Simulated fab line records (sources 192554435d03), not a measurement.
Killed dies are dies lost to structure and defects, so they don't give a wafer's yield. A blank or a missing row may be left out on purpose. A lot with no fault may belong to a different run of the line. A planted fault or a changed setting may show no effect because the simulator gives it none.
What tool caused it? ; flow n5 finfet ; 7 lots (16 wafers sampled), 1 step of a 1938-step route

WHAT THE GAUGES SHOWED, per wafer
N5_SD_EPI_P_OVL_MEAS_10.
lot;measured;on;SD_P_BLK_OVL (nm)
L613;day 4 00:12;overlay-01;-0.1 -0.4
L615;day 4 12:44;overlay-02;0.9 0.2
L617;day 5 01:20;overlay-02;-0.3 1.3
L619;day 5 10:23;overlay-01;0.6 0.1
L621;day 6 00:55;overlay-01;-0.1 -0.3
L629;day 7 22:25;overlay-02;-0.7 0.0 -0.6
L632;day 8 17:49;overlay-01;-1.4 -0.3 -1.5

TOOL THAT RAN EACH LOT (tool first, then ch and the chambers of the sampled wafers, then the start)
Before these readings, the record contains no process step.

THE ANSWER, worked out from the rows above alone
Rule: what is usual is taken from the lots themselves. Put in order of their means at a reading, lots are off if they are a third of the lots or fewer, leave a main group of 4 or more, and stand apart from it by a gap of 3 or more times the standard deviation of the main group's means; of several such gaps the widest counts. A main group is skipped when, at the precision printed for the reading in the tables above, its means are all equal. Also off: a lot with no number at a reading for which 4 or more lots have one. Where the step has rows for the other lots, those lots are counted as sound.
Across all readings shown, no lot is off: no conclusion can be drawn from this.

WHAT THE SIMULATOR PUT IN
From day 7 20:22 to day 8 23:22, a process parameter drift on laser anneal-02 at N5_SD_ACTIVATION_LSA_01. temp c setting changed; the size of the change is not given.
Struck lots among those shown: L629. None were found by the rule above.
